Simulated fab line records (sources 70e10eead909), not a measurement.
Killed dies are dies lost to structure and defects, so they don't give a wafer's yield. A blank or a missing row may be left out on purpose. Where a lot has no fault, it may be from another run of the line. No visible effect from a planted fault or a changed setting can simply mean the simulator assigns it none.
Which tool did it?	flow nand_harc	Sampling: 22 lots, 66 wafers, 6 of 1302 route steps

## WHAT THE GAUGES READ, wafer by wafer
The record lacks any reading of a measuring or inspecting step that a usual standard deviation could be used to judge.

## TOOL THAT RAN EACH LOT (tool first, then ch and the chambers of the sampled wafers, then the start)
lot	NHARC_A_STAIRCASE_TRIM_229	NHARC_A_STAIRCASE_ETCH_451	NHARC_A_STAIRCASE_HM_OPEN_460	NHARC_A_STAIRCASE_STRIP_295	NHARC_A_STAIRCASE_HM_DEP_462	NHARC_A_STAIRCASE_DEP_417
L074	rie_diel-12 ch 0,1,2, day 15 19:29	rie_diel-04 ch 0,1, day 16 16:31 or earlier	rie_diel-12 ch 0,1,2, day 16 16:31 or earlier	rie_diel-12 ch 0,1,2, day 16 16:31 or earlier	acl_dep-03 ch 0, day 16 16:31	pecvd-03 ch 1,2, day 16 23:03
L075	rie_diel-05 ch 0,3, day 16 05:41	rie_diel-05 ch 0,1,2, day 16 23:07 or earlier	rie_diel-12 ch 0,3, day 16 23:07 or earlier	rie_diel-12 ch 0,2,3, day 16 23:07 or earlier	acl_dep-02 ch 0, day 16 23:07	pecvd-01 ch 1,2, day 17 07:29
L078	rie_diel-12 ch 2,3, day 17 03:49	rie_diel-05 ch 1,2,3, day 17 22:43 or earlier	rie_diel-12 ch 1,2, day 17 22:43 or earlier	rie_diel-12 ch 0,1,2, day 17 22:43 or earlier	acl_dep-01 ch 0, day 17 22:43	pecvd-01 ch 1,2, day 18 06:05
L077	rie_diel-05 ch 0,1,3, day 17 04:34	rie_diel-04 ch 0,1,3, day 17 23:53 or earlier	rie_diel-04 ch 1,3, day 17 23:53 or earlier	rie_diel-04 ch 0,1,3, day 17 23:53 or earlier	acl_dep-03 ch 0, day 17 23:53	pecvd-04 ch 0,1,2, day 18 06:49
L079	rie_diel-04 ch 1,3, day 18 06:13	rie_diel-04 ch 0,1,2, day 19 00:29 or earlier	rie_diel-04 ch 0,3, day 19 00:29 or earlier	rie_diel-04 ch 0,1,3, day 19 00:29 or earlier	acl_dep-03 ch 0, day 19 00:29	pecvd-03 ch 0,1,2, day 19 07:44
L081	rie_diel-04 ch 1,2, day 18 16:02	rie_diel-12 ch 0,3, day 19 16:24 or earlier	rie_diel-05 ch 0,2,3, day 19 16:24 or earlier	rie_diel-05 ch 0,2,3, day 19 16:24 or earlier	acl_dep-03 ch 0, day 19 16:24	pecvd-03 ch 0,1,2, day 19 23:29
L080	rie_diel-05 ch 1,2,3, day 18 21:32	rie_diel-04 ch 0,3, day 19 19:50 or earlier	rie_diel-05 ch 0,2, day 19 19:50 or earlier	rie_diel-05 ch 1,2,3, day 19 19:50 or earlier	acl_dep-02 ch 0, day 19 19:50	pecvd-03 ch 0,1,2, day 20 03:32
L082	rie_diel-05 ch 0,2,3, day 19 08:44	rie_diel-05 ch 1,2,3, day 20 05:54 or earlier	rie_diel-05 ch 2,3, day 20 05:54 or earlier	rie_diel-05 ch 0,3, day 20 05:54 or earlier	acl_dep-02 ch 0, day 20 05:54	pecvd-03 ch 0,1, day 20 12:48
L084	rie_diel-04 ch 0,2,3, day 20 07:43	rie_diel-12 ch 0,2, day 21 01:29 or earlier	rie_diel-12 ch 0,2,3, day 21 01:29 or earlier	rie_diel-12 ch 0,3, day 21 01:29 or earlier	acl_dep-01 ch 0, day 21 01:29	pecvd-04 ch 0,1,2, day 21 08:04
L083	rie_diel-05 ch 0,1,3, day 20 08:07	rie_diel-05 ch 0,1,3, day 21 03:01 or earlier	rie_diel-04 ch 1,2,3, day 21 03:01 or earlier	rie_diel-04 ch 0,1,2, day 21 03:01 or earlier	acl_dep-01 ch 0, day 21 03:01	pecvd-04 ch 0,1,2, day 21 10:00
L086	rie_diel-12 ch 0,1,3, day 20 20:23	rie_diel-05 ch 0,2,3, day 21 16:54 or earlier	rie_diel-04 ch 1,2,3, day 21 16:54 or earlier	rie_diel-04 ch 0,1,3, day 21 16:54 or earlier	acl_dep-01 ch 0, day 21 16:54	pecvd-04 ch 0,2, day 22 00:24
L087	rie_diel-05 ch 1,2,3, day 21 01:53	rie_diel-05 ch 2,3, day 21 22:58 or earlier	rie_diel-05 ch 0,1,3, day 21 22:58 or earlier	rie_diel-05 ch 0,2,3, day 21 22:58 or earlier	acl_dep-01 ch 0, day 21 22:58	pecvd-04 ch 0,2, day 22 05:57
L089	rie_diel-12 ch 1,2,3, day 21 23:46	rie_diel-04 ch 1,2,3, day 22 15:56 or earlier	rie_diel-04 ch 0,1,2, day 22 15:56 or earlier	rie_diel-04 ch 0,2,3, day 22 15:56 or earlier	acl_dep-02 ch 0, day 22 15:56	pecvd-03 ch 0,1,2, day 22 23:14
L088	rie_diel-04 ch 0,2,3, day 21 23:59	rie_diel-12 ch 1,2,3, day 22 16:38 or earlier	rie_diel-12 ch 0,1, day 22 16:38 or earlier	rie_diel-12 ch 1,2,3, day 22 16:38 or earlier	acl_dep-03 ch 0, day 22 16:38	pecvd-03 ch 0,1,2, day 23 00:43
L091	rie_diel-05 ch 0,2,3, day 22 23:02	rie_diel-12 ch 0,1,2, day 23 19:00 or earlier	rie_diel-04 ch 0,1,2, day 23 19:00 or earlier	rie_diel-04 ch 0,1,2, day 23 19:00 or earlier	acl_dep-02 ch 0, day 23 19:00	pecvd-01 ch 0,1,2, day 24 03:39
L090	rie_diel-04 ch 1,3, day 22 23:26	rie_diel-05 ch 1,2,3, day 23 19:01 or earlier	rie_diel-04 ch 1,3, day 23 19:01 or earlier	rie_diel-04 ch 0,1,3, day 23 19:01 or earlier	acl_dep-01 ch 0, day 23 19:01	pecvd-04 ch 0,1,2, day 24 02:17
L093	rie_diel-12 ch 1,2, day 23 20:11	rie_diel-12 ch 1,2, day 24 17:20 or earlier	rie_diel-12 ch 0,1, day 24 17:20 or earlier	rie_diel-12 ch 0,1,2, day 24 17:20 or earlier	acl_dep-02 ch 0, day 24 17:20	pecvd-03 ch 0,2, day 25 01:52
L092	rie_diel-12 ch 0,3, day 23 22:02	rie_diel-04 ch 0,3, day 24 21:31 or earlier	rie_diel-05 ch 0,1,2, day 24 21:31 or earlier	rie_diel-05 ch 0,2,3, day 24 21:31 or earlier	acl_dep-02 ch 0, day 24 21:31	pecvd-01 ch 0,1,2, day 25 04:33
L094	rie_diel-05 ch 0,1,2, day 24 06:32	rie_diel-12 ch 1,2, day 25 01:49 or earlier	rie_diel-04 ch 1,3, day 25 01:49 or earlier	rie_diel-04 ch 1,2,3, day 25 01:49 or earlier	acl_dep-03 ch 0, day 25 01:49	pecvd-01 ch 0,1,2, day 25 09:14
L095	rie_diel-04 ch 0,2,3, day 24 21:36	rie_diel-04 ch 0,3, day 25 15:10 or earlier	rie_diel-12 ch 1,2, day 25 15:10 or earlier	rie_diel-12 ch 1,2,3, day 25 15:10 or earlier	acl_dep-02 ch 0, day 25 15:10	pecvd-04 ch 1,2, day 25 22:02
L096	rie_diel-05 ch 0,2,3, day 24 21:50	rie_diel-05 ch 1,2,3, day 25 19:43 or earlier	rie_diel-12 ch 0,1,3, day 25 19:43 or earlier	rie_diel-12 ch 0,1,3, day 25 19:43 or earlier	acl_dep-01 ch 0, day 25 19:43	pecvd-01 ch 0,1,2, day 26 02:44
L097	rie_diel-12 ch 1,2,3, day 25 09:59	rie_diel-05 ch 2,3, day 26 05:18 or earlier	rie_diel-12 ch 1,2,3, day 26 05:18 or earlier	rie_diel-12 ch 0,1, day 26 05:18 or earlier	acl_dep-01 ch 0, day 26 05:18	pecvd-04 ch 0,1,2, day 26 11:44
- NHARC_A_STAIRCASE_TRIM_229: chemistry O2, time 211.2 s.
- NHARC_A_STAIRCASE_ETCH_451: etches the open film in CF4/O2, target depth 30 nm, overetch 3 nm, time 16.5 s.
- NHARC_A_STAIRCASE_HM_OPEN_460: chemistry O2/COS.
- NHARC_A_STAIRCASE_STRIP_295: strips in O2.
- NHARC_A_STAIRCASE_HM_DEP_462: deposits aC, target thk 800 nm.
- NHARC_A_STAIRCASE_DEP_417: deposits Si3N4, target thk 60 nm.

## WHAT THE TOOLS THEMSELVES READ (means of the sampled wafers that have a number; where no wafer has one, the mark that the record gives instead)
NHARC_A_STAIRCASE_TRIM_229. Usual: drypump_motor_current_A 5.80 A, standard deviation 0.24; mfc_ar_sccm 0.010 sccm, standard deviation 0.015; oes_product_au 1.000 a.u., standard deviation 0.017; rf_vpp_V 57.6 V, standard deviation 0.82; showerhead_plenum_p_Torr 3.47 Torr, standard deviation 0.095; throttle_valve_pct 17.036 %, standard deviation 0.0088.
lot	tool	drypump_motor_current_A (A)	mfc_ar_sccm (sccm)	oes_product_au (a.u.)	rf_vpp_V (V)	showerhead_plenum_p_Torr (Torr)	throttle_valve_pct (%)	flag
L074	rie_diel-12	5.83	0.008	1.010	58.2	3.50	17.032	
L075	rie_diel-05	5.65	0.031	0.985	57.4	3.43	17.035	
L078	rie_diel-12	5.76	0.016	1.005	57.4	3.48	17.032	
L077	rie_diel-05	5.75	0.018	0.983	56.4	3.40	17.053	
L079	rie_diel-04	5.57	0.000	1.005	57.0	3.52	17.039	
L081	rie_diel-04	6.03	0.026	1.010	58.2	3.67	17.032	
L080	rie_diel-05	5.96	0.013	1.010	57.5	3.41	17.031	
L082	rie_diel-05	5.78	0.018	0.996	58.5	3.45	17.043	
L084	rie_diel-04	5.93	0.013	1.004	57.9	3.56	17.035	
L083	rie_diel-05	5.75	0.018	0.999	57.2	3.39	17.047	
L086	rie_diel-12	5.76	0.000	0.994	57.8	3.42	17.038	
L087	rie_diel-05	6.01	0.013	0.998	56.6	3.40	17.041	
L089	rie_diel-12	5.75	0.008	0.989	57.0	3.46	17.029	
L088	rie_diel-04	5.89	0.013	1.000	58.4	3.56	17.039	
L091	rie_diel-05	5.76	0.018	0.989	56.8	3.43	17.032	
L090	rie_diel-04	5.56	0.000	1.007	58.1	3.51	17.032	
L093	rie_diel-12	5.84	0.008	0.997	57.3	3.51	17.032	
L092	rie_diel-12	5.70	0.000	0.988	58.0	3.36	17.034	
L094	rie_diel-05	5.84	0.005	0.994	57.4	3.39	17.046	
L095	rie_diel-04	5.90	0.013	1.017	57.7	3.55	17.027	
L096	rie_diel-05	5.76	0.018	1.002	57.5	3.42	17.028	
L097	rie_diel-12	5.75	0.008	0.985	57.6	3.44	17.031	

NHARC_A_STAIRCASE_ETCH_451. Usual: drypump_motor_current_A 5.81 A, standard deviation 0.24; mfc_ar_sccm 0.009 sccm, standard deviation 0.014; oes_product_au 0.999 a.u., standard deviation 0.016; rf_vpp_V 197.2 V, standard deviation 1.1; showerhead_plenum_p_Torr 1.31 Torr, standard deviation 0.039; throttle_valve_pct 13.396 %, standard deviation 0.0098.
lot	tool	drypump_motor_current_A (A)	mfc_ar_sccm (sccm)	oes_product_au (a.u.)	rf_vpp_V (V)	showerhead_plenum_p_Torr (Torr)	throttle_valve_pct (%)	flag
L074	rie_diel-04	5.70	0.001	0.994	197.3	1.36	13.395	
L075	rie_diel-05	5.85	0.005	1.003	197.2	1.29	13.393	
L078	rie_diel-05	5.98	0.013	0.996	196.0	1.29	13.402	
L077	rie_diel-04	5.68	0.000	1.008	198.2	1.34	13.407	
L079	rie_diel-04	5.92	0.013	1.010	198.3	1.37	13.392	
L081	rie_diel-12	5.77	0.000	0.993	196.3	1.28	13.396	
L080	rie_diel-04	5.79	0.000	1.005	197.7	1.33	13.392	
L082	rie_diel-05	5.95	0.013	0.999	197.3	1.29	13.400	
L084	rie_diel-12	5.81	0.008	1.002	196.4	1.30	13.401	
L083	rie_diel-05	5.74	0.018	0.990	196.3	1.28	13.390	
L086	rie_diel-05	5.75	0.018	0.990	196.9	1.30	13.392	
L087	rie_diel-05	5.98	0.013	1.001	197.1	1.31	13.393	
L089	rie_diel-04	5.76	0.013	1.011	198.0	1.36	13.392	
L088	rie_diel-12	5.73	0.008	0.991	197.7	1.31	13.399	
L091	rie_diel-12	5.80	0.008	0.989	198.2	1.31	13.395	
L090	rie_diel-05	5.96	0.013	0.995	197.2	1.28	13.401	
L093	rie_diel-12	5.79	0.016	0.995	197.8	1.33	13.398	
L092	rie_diel-04	5.77	0.000	1.012	197.8	1.33	13.395	
L094	rie_diel-12	5.81	0.008	1.000	197.9	1.33	13.393	
L095	rie_diel-04	5.67	0.000	1.016	198.1	1.31	13.405	
L096	rie_diel-05	5.95	0.013	1.004	196.9	1.28	13.392	
L097	rie_diel-05	5.88	0.026	0.999	196.6	1.29	13.401	

NHARC_A_STAIRCASE_HM_OPEN_460. Usual: drypump_motor_current_A 5.81 A, standard deviation 0.23; mfc_ar_sccm 0.009 sccm, standard deviation 0.014; oes_product_au 1.001 a.u., standard deviation 0.015; rf_vpp_V 466.4 V, standard deviation 2.2; showerhead_plenum_p_Torr 3.09 Torr, standard deviation 0.091; throttle_valve_pct 28.329 %, standard deviation 0.0096.
lot	tool	drypump_motor_current_A (A)	mfc_ar_sccm (sccm)	oes_product_au (a.u.)	rf_vpp_V (V)	showerhead_plenum_p_Torr (Torr)	throttle_valve_pct (%)	flag
L074	rie_diel-12	5.82	0.008	1.006	467.0	3.09	28.323	
L075	rie_diel-12	5.75	0.000	1.002	464.3	3.01	28.316	
L078	rie_diel-12	5.84	0.016	0.999	466.9	3.13	28.329	
L077	rie_diel-04	5.55	0.000	1.004	466.6	3.11	28.344	
L079	rie_diel-04	5.81	0.000	1.022	467.2	3.12	28.333	
L081	rie_diel-05	5.77	0.018	1.000	465.8	3.05	28.337	
L080	rie_diel-05	5.63	0.009	0.989	465.9	3.06	28.329	
L082	rie_diel-05	5.99	0.013	0.995	465.9	3.06	28.331	
L084	rie_diel-12	5.75	0.008	0.987	465.0	3.03	28.327	
L083	rie_diel-04	5.77	0.013	1.005	468.5	3.17	28.336	
L086	rie_diel-04	5.78	0.013	1.003	468.8	3.17	28.325	
L087	rie_diel-05	5.76	0.018	0.993	464.5	2.98	28.327	
L089	rie_diel-04	5.92	0.013	1.004	468.8	3.19	28.331	
L088	rie_diel-12	5.84	0.000	1.010	465.8	3.07	28.337	
L091	rie_diel-04	5.93	0.013	1.008	467.6	3.19	28.326	
L090	rie_diel-04	5.57	0.001	1.008	466.4	3.14	28.330	
L093	rie_diel-12	5.86	0.000	1.011	465.4	3.03	28.332	
L092	rie_diel-05	5.87	0.005	0.998	463.7	3.00	28.331	
L094	rie_diel-04	5.60	0.001	1.014	467.7	3.13	28.332	
L095	rie_diel-12	5.81	0.008	1.003	465.9	3.10	28.331	
L096	rie_diel-12	5.76	0.000	0.995	464.4	3.01	28.330	
L097	rie_diel-12	5.74	0.008	0.985	464.9	3.04	28.319	

NHARC_A_STAIRCASE_STRIP_295. Usual: drypump_motor_current_A 5.81 A, standard deviation 0.23; mfc_ar_sccm 0.009 sccm, standard deviation 0.014; oes_product_au 1.001 a.u., standard deviation 0.015; rf_vpp_V 57.7 V, standard deviation 0.95; showerhead_plenum_p_Torr 3.49 Torr, standard deviation 0.098; throttle_valve_pct 17.037 %, standard deviation 0.0081.
lot	tool	drypump_motor_current_A (A)	mfc_ar_sccm (sccm)	oes_product_au (a.u.)	rf_vpp_V (V)	showerhead_plenum_p_Torr (Torr)	throttle_valve_pct (%)	flag
L074	rie_diel-12	5.84	0.008	1.012	57.2	3.50	17.032	
L075	rie_diel-12	5.74	0.008	1.000	57.3	3.44	17.035	
L078	rie_diel-12	5.83	0.008	1.014	57.6	3.49	17.037	
L077	rie_diel-04	5.70	0.000	1.005	57.2	3.54	17.041	
L079	rie_diel-04	5.70	0.000	1.005	58.4	3.54	17.033	
L081	rie_diel-05	5.79	0.018	0.985	57.9	3.45	17.041	
L080	rie_diel-05	5.97	0.013	0.996	57.6	3.41	17.041	
L082	rie_diel-05	5.65	0.031	0.997	57.5	3.42	17.043	
L084	rie_diel-12	5.69	0.000	0.982	57.4	3.37	17.037	
L083	rie_diel-04	5.92	0.013	1.016	57.4	3.61	17.039	
L086	rie_diel-04	5.69	0.000	1.004	57.4	3.53	17.036	
L087	rie_diel-05	5.76	0.018	0.998	58.3	3.44	17.039	
L089	rie_diel-04	5.92	0.013	0.999	58.4	3.56	17.035	
L088	rie_diel-12	5.74	0.008	0.986	57.1	3.45	17.044	
L091	rie_diel-04	5.95	0.013	1.013	57.1	3.60	17.036	
L090	rie_diel-04	5.69	0.000	1.016	57.3	3.52	17.031	
L093	rie_diel-12	5.82	0.008	1.006	57.2	3.46	17.040	
L092	rie_diel-05	5.76	0.018	1.000	57.2	3.42	17.036	
L094	rie_diel-04	5.81	0.013	1.005	58.5	3.57	17.041	
L095	rie_diel-12	5.75	0.008	0.991	57.4	3.44	17.036	
L096	rie_diel-12	5.77	0.000	0.993	57.9	3.40	17.034	
L097	rie_diel-12	5.83	0.000	1.001	57.1	3.46	17.037	

NHARC_A_STAIRCASE_HM_DEP_462. Usual: throttle_valve_pct 35.000 %, standard deviation 0.0086.
lot	tool	throttle_valve_pct (%)	flag
L074	acl_dep-03	35.003	
L075	acl_dep-02	35.005	
L078	acl_dep-01	34.988	
L077	acl_dep-03	35.004	
L079	acl_dep-03	34.997	
L081	acl_dep-03	34.997	
L080	acl_dep-02	35.005	
L082	acl_dep-02	35.002	
L084	acl_dep-01	34.995	
L083	acl_dep-01	35.003	
L086	acl_dep-01	35.004	
L087	acl_dep-01	34.996	
L089	acl_dep-02	34.996	
L088	acl_dep-03	35.002	
L091	acl_dep-02	34.998	
L090	acl_dep-01	34.996	
L093	acl_dep-02	34.999	
L092	acl_dep-02	34.999	
L094	acl_dep-03	34.995	
L095	acl_dep-02	35.003	
L096	acl_dep-01	34.992	
L097	acl_dep-01	35.005	

NHARC_A_STAIRCASE_DEP_417. Usual: heater_power_w 733 W, standard deviation 78.
lot	tool	heater_power_w (W)	flag
L074	pecvd-03	705	
L075	pecvd-01	747	
L078	pecvd-01	747	
L077	pecvd-04	665	
L079	pecvd-03	798	
L081	pecvd-03	725	
L080	pecvd-03	732	
L082	pecvd-03	850	
L084	pecvd-04	667	
L083	pecvd-04	692	
L086	pecvd-04	659	
L087	pecvd-04	655	
L089	pecvd-03	748	
L088	pecvd-03	760	
L091	pecvd-01	816	
L090	pecvd-04	703	
L093	pecvd-03	693	
L092	pecvd-01	768	
L094	pecvd-01	806	
L095	pecvd-04	622	
L096	pecvd-01	759	
L097	pecvd-04	723	

## THE ANSWER, worked out from the rows above alone
Rule: a lot is off if the mean of its wafers that have a number lies more than 3 standard deviations from the usual mean. Also off: a lot with no number at a reading for which 4 or more lots have one. Any other lot the step has rows for is counted as sound. Order of review: gauges by route order, followed by the tools' own readings, for which a lot's mean as printed above is used. At the first step where some lot is off, the reading lying furthest off is the one used; lots without a number count as furthest.
Nothing can be told from this: no lot is off at any reading shown.

## WHAT WAS PUT IN BY THE SIMULATOR
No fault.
